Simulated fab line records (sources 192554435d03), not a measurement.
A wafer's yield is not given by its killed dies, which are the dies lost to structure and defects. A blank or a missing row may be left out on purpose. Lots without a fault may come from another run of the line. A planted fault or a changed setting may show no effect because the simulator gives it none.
Lot-split experiment | flow n5Finfet | route with 1938 steps; 7 lots, 39 wafers read

## THE SPLIT ITSELF
At N5_BEOL_M5_CVD_47 (deposits Co from CCTBA/H2, target thk 3 nm, time 216 s), the setting targetThkA was moved away from the recipe's 30 angstrom on 15 of the 39 wafers read, by -55.9% to +54.5%. This setting was run at the recipe's value on the other wafers.

The split's own step is where the reading is taken.

## THE READING
Co_of_BEOL_M5_CVD_47.thkNm (the simulator's own value, which no gauge read), in nm, at N5_BEOL_M5_CVD_47 (deposits Co from CCTBA/H2, target thk 3 nm, time 216 s). The file gives no usual value for it. Here, 24 wafers ran the recipe; their average is 3.0 nm with a standard deviation of 0.11 nm.

wafer  | tool, chamber at the split | targetThkA as run, angstrom | against the recipe | Co_of_BEOL_M5_CVD_47.thkNm, nm | against lot-mates on the recipe
L076.1 | cvdCo-02, 2                | 30                          | recipe             | 3.2                            | -
L076.4 | cvdCo-02, 2                | 30                          | recipe             | 3.2                            | -
L076.2 | cvdCo-02, 1                | 30                          | recipe             | 3                              | -
L076.3 | cvdCo-02, 0                | 38.72                       | +29.1%             | 4                              | +0.9
L076.5 | cvdCo-02, 0                | 38.72                       | +29.1%             | 4                              | +0.9
L076.6 | cvdCo-02, 1                | 38.72                       | +29.1%             | 3.8                            | +0.7
L078.1 | cvdCo-01, 2,0              | 46.36                       | +54.5%             | 4.6                            | +1.5
L078.4 | cvdCo-01, 2,0              | 46.36                       | +54.5%             | 4.6                            | +1.5
L078.2 | cvdCo-01, 0                | 30                          | recipe             | 3.2                            | -
L078.3 | cvdCo-01, 1,2              | 30                          | recipe             | 3                              | -
L078.5 | cvdCo-01, 1,2              | 30                          | recipe             | 3                              | -
L078.6 | cvdCo-01, 1                | 46.36                       | +54.5%             | 4.8                            | +1.7
L086.3 | cvdCo-02, 0,2,1            | 30                          | recipe             | 3                              | -
L086.4 | cvdCo-02, 0,2,1            | 30                          | recipe             | 3                              | -
L086.5 | cvdCo-02, 0,2,1            | 30                          | recipe             | 3                              | -
L090.1 | cvdCo-01, 0,2,1            | 30                          | recipe             | 3.2                            | -
L090.4 | cvdCo-01, 0,2,1            | 30                          | recipe             | 3.2                            | -
L090.5 | cvdCo-01, 0,2,1            | 30                          | recipe             | 3.2                            | -
L090.2 | cvdCo-01, 1,2,0            | 30                          | recipe             | 3                              | -
L090.3 | cvdCo-01, 1,2,0            | 30                          | recipe             | 3                              | -
L090.6 | cvdCo-01, 1,2,0            | 30                          | recipe             | 3                              | -
L093.1 | cvdCo-01, 2                | 36.62                       | +22.1%             | 3.6                            | +0.6
L093.2 | cvdCo-01, 1,1,0            | 30                          | recipe             | 3                              | -
L093.4 | cvdCo-01, 1,1,0            | 30                          | recipe             | 3                              | -
L093.5 | cvdCo-01, 1,1,0            | 30                          | recipe             | 3                              | -
L093.3 | cvdCo-01, 0,2              | 36.62                       | +22.1%             | 3.8                            | +0.8
L093.6 | cvdCo-01, 0,2              | 36.62                       | +22.1%             | 3.8                            | +0.8
L095.1 | cvdCo-02, 1,1,0            | 30                          | recipe             | 3                              | -
L095.4 | cvdCo-02, 1,1,0            | 30                          | recipe             | 3                              | -
L095.5 | cvdCo-02, 1,1,0            | 30                          | recipe             | 3                              | -
L095.2 | cvdCo-02, 2,0,2            | 45.73                       | +52.4%             | 4.6                            | +1.6
L095.3 | cvdCo-02, 2,0,2            | 45.73                       | +52.4%             | 4.6                            | +1.6
L095.6 | cvdCo-02, 2,0,2            | 45.73                       | +52.4%             | 4.6                            | +1.6
L097.1 | cvdCo-01, 2,0              | 30                          | recipe             | 2.8                            | -
L097.3 | cvdCo-01, 2,0              | 30                          | recipe             | 2.8                            | -
L097.2 | cvdCo-01, 1,1,0            | 13.23                       | -55.9%             | 1.2                            | -1.7
L097.4 | cvdCo-01, 1,1,0            | 13.23                       | -55.9%             | 1.2                            | -1.7
L097.6 | cvdCo-01, 1,1,0            | 13.23                       | -55.9%             | 1.2                            | -1.7
L097.5 | cvdCo-01, 2                | 30                          | recipe             | 3                              | -
If several chambers appear in one row, that row covers several wafers at once and the file leaves open which wafer was in which chamber.

THE FIT
A straight line over all 39 wafers: Co_of_BEOL_M5_CVD_47.thkNm changes by +0.0311 nm for each +1% of targetThkA; r = +0.99; the points scatter about the line by 0.11 nm.
The same after taking each lot's own level away (the mean of its wafers on the recipe; 39 wafers): +0.0298 nm for each +1%; r = +0.99; scatter 0.083 nm.
Per that fit: largest targetThkA move, reading shift of 1.7 nm.
The span of the lots' own levels, 2.87 to 3.13 nm, comes to 2.4 times the standard deviation stated above.
Consequently the slope shifts little with the lot-to-lot level, the two slopes agreeing.
Check: for one of the wafers moved furthest among these (-55.9%), held out of the fit, the line's prediction against its lot-mates is -1.67 nm. It came out at -1.67 nm against them.

## THESE WAFERS: OTHER SPLITS
These wafers also went through other splits before the reading. Each is held against what the fit with the lots' levels taken away leaves over:
other split on the same wafers         | wafers away from the commonest value | r with Co_of_BEOL_M5_CVD_47.thkNm (lot level and that fit taken away)
N5_FIN_SAQP_HM_DEP_03 timeS            | 18                                   | +0.00
N5_SD_EPI_P_DESCUM_14 timeS            | 15                                   | +0.01
N5_BEOL_M0_SAQP_ETCH_107 targetDepthA  | 9                                    | +0.12
N5_BEOL_M1_TRENCH_ETCH_37 targetDepthA | 9                                    | -0.29

## THE FILE'S OWN FIT
Co_of_BEOL_M5_CVD_47.thkNm changes by +0.0298 nm for each +1% of targetThkA, r = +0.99.
